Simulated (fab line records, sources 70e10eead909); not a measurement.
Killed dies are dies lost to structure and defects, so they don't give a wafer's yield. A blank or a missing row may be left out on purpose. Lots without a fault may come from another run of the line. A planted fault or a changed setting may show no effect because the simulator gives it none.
Chamber matching | flow nand_harc | NHARC_A_STAIRCASE_DESCUM_252 on rie_diel-11: 4 sister chambers
The step chemistry O2, time 3 s. 36 wafers are shown with their chamber, then 12 later ones without.

WAFERS WITH THEIR CHAMBER
wafer  | chamber | drypump_motor_current_A (A) | showerhead_plenum_p_Torr (Torr) | oes_product_au (a.u.)
L074.3 | 3       | 5.2                         | 2.02                            | 1.016
L074.4 | 0       | 6.7                         | 1.93                            | 0.994
L074.5 | 2       | 5.4                         | 1.97                            | 1.024
L078.1 | 3       | 5.3                         | 2.02                            | 1.014
L078.2 | 0       | 6.6                         | 1.93                            | 1.009
L078.4 | 1       | 5.1                         | 1.90                            | 1.008
L080.1 | 0       | 6.6                         | 1.93                            | 0.995
L080.2 | 1       | 5.1                         | 1.89                            | 1.003
L080.4 | 3       | 5.2                         | 2.02                            | 1.007
L084.1 | 1       | 5.1                         | 1.89                            | 0.998
L084.3 | 2       | 5.4                         | 1.96                            | 1.011
L084.5 | 2       | 5.4                         | 1.97                            | 1.013
L082.1 | 1       | 5.1                         | 1.89                            | 1.013
L082.5 | 2       | 5.4                         | 1.96                            | 1.018
L082.6 | 1       | 5.1                         | 1.89                            | 1.002
L086.2 | 0       | 6.7                         | 1.93                            | 0.999
L086.3 | 2       | 5.4                         | 1.96                            | 1.015
L086.4 | 1       | 5.1                         | 1.89                            | 0.989
L086.1 | 3       | 5.2                         | 2.01                            | 0.994
L086.5 | 2       | 5.4                         | 1.96                            | 1.011
L086.6 | 3       | 5.2                         | 2.01                            | 0.999
L088.1 | 3       | 5.3                         | 2.01                            | 1.000
L088.4 | 2       | 5.4                         | 1.96                            | 1.009
L088.6 | 3       | 5.2                         | 2.01                            | 1.000
L087.1 | 3       | 5.2                         | 2.01                            | 0.999
L087.4 | 0       | 6.7                         | 1.92                            | 1.011
L087.6 | 0       | 6.6                         | 1.92                            | 0.987
L093.2 | 0       | 6.6                         | 1.92                            | 1.027
L093.4 | 2       | 5.4                         | 1.96                            | 1.021
L093.5 | 1       | 5.1                         | 1.88                            | 1.000
L093.1 | 3       | 5.3                         | 2.01                            | 1.018
L093.3 | 1       | 5.1                         | 1.88                            | 1.002
L093.6 | 0       | 6.6                         | 1.92                            | 1.021
L097.3 | 1       | 5.1                         | 1.88                            | 0.990
L097.4 | 2       | 5.4                         | 1.95                            | 1.000
L097.6 | 1       | 5.1                         | 1.88                            | 0.993

SIGNATURES (means of the wafers above)
reading                  | chamber 0 | chamber 1 | chamber 2 | chamber 3 | scatter within a chamber
drypump_motor_current_A  | 6.638     | 5.100     | 5.400     | 5.233     | 0.0348
showerhead_plenum_p_Torr | 1.9250    | 1.8870    | 1.9611    | 2.0133    | 0.00586
oes_product_au           | 1.00537   | 0.99980   | 1.01356   | 1.00522   | 0.00955
Rule: a wafer's distance from a chamber is the root of the sum, over the readings, of the square of ((its reading less the chamber's mean) divided by the reading's scatter). The wafer belongs to the nearest chamber; if the next one is less than 2 further off, it can't be placed. The scatter: the root of (the sum of the squares of (reading less its chamber's mean) over the shown wafers, divided by (wafers less chambers)).

WAFERS WITHOUT THEIR CHAMBER
wafer  | drypump_motor_current_A (A) | showerhead_plenum_p_Torr (Torr) | oes_product_au (a.u.)
L097.1 | 5.2                         | 2.00                            | 1.005
L097.2 | 6.7                         | 1.92                            | 1.000
L097.5 | 5.4                         | 1.95                            | 1.005
L096.1 | 6.6                         | 1.92                            | 1.009
L096.3 | 5.1                         | 1.88                            | 0.991
L096.6 | 6.6                         | 1.92                            | 1.007
L095.1 | 5.2                         | 2.00                            | 1.015
L095.2 | 5.1                         | 1.88                            | 0.995
L095.5 | 5.4                         | 1.95                            | 1.011
L095.3 | 5.4                         | 1.95                            | 1.008
L095.4 | 6.6                         | 1.91                            | 1.011
L095.6 | 5.1                         | 1.88                            | 1.007

WHICH CHAMBER EACH WENT THROUGH
wafer  | from the rows above | in truth
L097.1 | 3                   | 3
L097.2 | 0                   | 0
L097.5 | 2                   | 2
L096.1 | 0                   | 0
L096.3 | 1                   | 1
L096.6 | 0                   | 0
L095.1 | 3                   | 3
L095.2 | 1                   | 1
L095.5 | 2                   | 2
L095.3 | 2                   | 2
L095.4 | 0                   | 0
L095.6 | 1                   | 1
Placed correctly: 12 of 12. Can't be placed from these rows: 0. Placed wrongly: 0.
